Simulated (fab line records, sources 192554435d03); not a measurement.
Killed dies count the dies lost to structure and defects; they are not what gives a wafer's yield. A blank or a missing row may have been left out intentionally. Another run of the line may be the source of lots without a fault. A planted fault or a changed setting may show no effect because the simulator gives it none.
Matching of chambers -- flow n5 finfet -- N5_BEOL_M3_DESCUM_16 on rie diel-03: 4 sister chambers
The step chemistry O2, time 7 s. 16 wafers are shown with their chamber, then 8 later ones without.

== WAFERS PAIRED WITH THEIR CHAMBERS ==
wafer,chamber,showerhead plenum p Torr (Torr),drypump motor current A (A),throttle valve pct (%)
L074.1,3,2.00,5.7,20.52
L074.3,2,1.98,6.0,20.80
L074.5,1,2.15,6.3,20.58
L075.2,1,2.15,6.2,20.61
L075.4,3,2.00,5.8,20.50
L075.6,0,2.20,5.7,20.69
L076.2,2,1.98,6.0,20.80
L076.4,3,2.00,5.8,20.49
L076.6,2,1.98,6.0,20.81
L081.1,1,2.14,6.3,20.63
L081.5,1,2.14,6.2,20.63
L081.6,0,2.20,5.7,20.71
L083.1,1,2.14,6.2,20.64
L083.2,3,2.00,5.8,20.54
L083.5,1,2.14,6.2,20.63
L093.1,3,1.99,5.8,20.57

SIGNATURES, as means of the wafers listed above
reading,chamber 0,chamber 1,chamber 2,chamber 3,scatter within a chamber
showerhead plenum p Torr,2.2000,2.1433,1.9800,1.9980,0.00422
drypump motor current A,5.700,6.233,6.000,5.780,0.0422
throttle valve pct,20.7000,20.6200,20.8033,20.5240,0.0238
Rule: for a wafer and a chamber, the distance is found by dividing, reading by reading, the gap between the wafer's reading and the chamber's mean by the reading's scatter, squaring, summing and taking the root. The wafer belongs to the nearest chamber; if the next one is less than 2 further off, it can't be placed. The scatter: the root of (the sum of the squares of (reading less its chamber's mean) over the shown wafers, divided by (wafers less chambers)).

== WAFERS MISSING THEIR CHAMBER ==
wafer,showerhead plenum p Torr (Torr),drypump motor current A (A),throttle valve pct (%)
L093.2,2.19,5.7,20.74
L093.3,2.24,6.0,20.58
L095.1,2.19,5.7,20.75
L095.3,2.14,6.2,20.68
L095.6,2.19,5.7,20.74
L097.1,2.24,6.0,20.58
L097.3,2.13,6.3,20.66
L097.6,1.99,5.7,20.57

== CHAMBER TAKEN BY EACH ==
wafer,from the rows above,in truth
L093.2,0,0
L093.3,0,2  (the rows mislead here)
L095.1,0,0
L095.3,1,1
L095.6,0,0
L097.1,0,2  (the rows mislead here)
L097.3,1,1
L097.6,3,3
Correctly placed: 6 of 8. Can't be placed from these rows: 0. Number placed wrongly: 2.
